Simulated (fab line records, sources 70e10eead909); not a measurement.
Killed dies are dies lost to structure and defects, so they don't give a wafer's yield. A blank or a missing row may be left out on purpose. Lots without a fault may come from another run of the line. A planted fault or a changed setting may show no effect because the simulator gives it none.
Chamber matching | flow nand_harc | NHARC_P_M1_DESCUM_14 on rie_diel-09: 4 sister chambers
The step chemistry O2, time 3 s. 22 wafers are shown with their chamber, then 11 later ones without.

WAFERS WITH THEIR CHAMBER
wafer  | chamber | drypump_motor_current_A (A) | oes_product_au (a.u.) | rf_vpp_V (V)
L075.4 | 1       | 5.8                         | 0.997                 | 58.3
L075.5 | 1       | 5.7                         | 1.001                 | 57.9
L075.6 | 2       | 6.4                         | 0.986                 | 57.0
L076.1 | 3       | 5.7                         | 0.987                 | 58.1
L076.4 | 1       | 5.8                         | 1.005                 | 58.0
L076.6 | 1       | 5.8                         | 1.005                 | 57.7
L080.1 | 0       | 5.6                         | 1.021                 | 58.5
L080.2 | 2       | 6.5                         | 0.989                 | 57.3
L080.3 | 1       | 5.7                         | 1.003                 | 57.5
L083.2 | 1       | 5.7                         | 1.008                 | 58.1
L083.3 | 0       | 5.5                         | 1.007                 | 56.3
L083.5 | 2       | 6.4                         | 0.990                 | 58.2
L085.1 | 3       | 5.7                         | 0.997                 | 59.4
L085.2 | 0       | 5.5                         | 0.994                 | 57.2
L085.3 | 1       | 5.7                         | 1.003                 | 58.3
L084.1 | 1       | 5.8                         | 1.005                 | 58.0
L084.2 | 2       | 6.5                         | 0.995                 | 58.5
L084.6 | 0       | 5.6                         | 1.011                 | 57.0
L087.1 | 0       | 5.5                         | 1.007                 | 58.0
L087.4 | 3       | 5.8                         | 1.009                 | 59.5
L087.6 | 1       | 5.8                         | 0.998                 | 58.1
L090.2 | 0       | 5.5                         | 1.011                 | 58.8

SIGNATURES (means of the wafers above)
reading                 | chamber 0 | chamber 1 | chamber 2 | chamber 3 | scatter within a chamber
drypump_motor_current_A | 5.533     | 5.756     | 6.450     | 5.733     | 0.0539
oes_product_au          | 1.00850   | 1.00278   | 0.99000   | 0.99767   | 0.00654
rf_vpp_V                | 57.633    | 57.989    | 57.750    | 59.000    | 0.663
Rule: a wafer's distance from a chamber is the root of the sum, over the readings, of the square of ((its reading less the chamber's mean) divided by the reading's scatter). The wafer belongs to the nearest chamber; if the next one is less than 2 further off, it can't be placed. The scatter: the root of (the sum of the squares of (reading less its chamber's mean) over the shown wafers, divided by (wafers less chambers)).

WAFERS WITHOUT THEIR CHAMBER
wafer  | drypump_motor_current_A (A) | oes_product_au (a.u.) | rf_vpp_V (V)
L090.3 | 5.8                         | 0.996                 | 58.4
L090.6 | 6.5                         | 0.996                 | 56.8
L092.3 | 5.7                         | 1.005                 | 58.0
L092.5 | 5.6                         | 1.023                 | 56.8
L092.6 | 5.7                         | 0.998                 | 58.4
L094.2 | 5.6                         | 1.023                 | 57.6
L094.3 | 5.7                         | 0.991                 | 60.1
L094.5 | 6.4                         | 0.993                 | 59.1
L095.1 | 5.7                         | 0.991                 | 58.1
L095.3 | 5.8                         | 0.992                 | 57.1
L095.5 | 5.7                         | 0.995                 | 59.3

WHICH CHAMBER EACH WENT THROUGH
wafer  | from the rows above     | in truth
L090.3 | can't be placed: 1 or 3 | 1
L090.6 | 2                       | 2
L092.3 | can't be placed: 1 or 3 | 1
L092.5 | can't be placed: 0 or 1 | 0
L092.6 | can't be placed: 3 or 1 | 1
L094.2 | can't be placed: 0 or 1 | 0
L094.3 | can't be placed: 3 or 1 | 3
L094.5 | 2                       | 2
L095.1 | can't be placed: 3 or 1 | 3
L095.3 | can't be placed: 1 or 3 | 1
L095.5 | can't be placed: 3 or 1 | 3
Placed correctly: 2 of 11. Can't be placed from these rows: 9 (the true chamber is among the candidates in 9). Placed wrongly: 0.
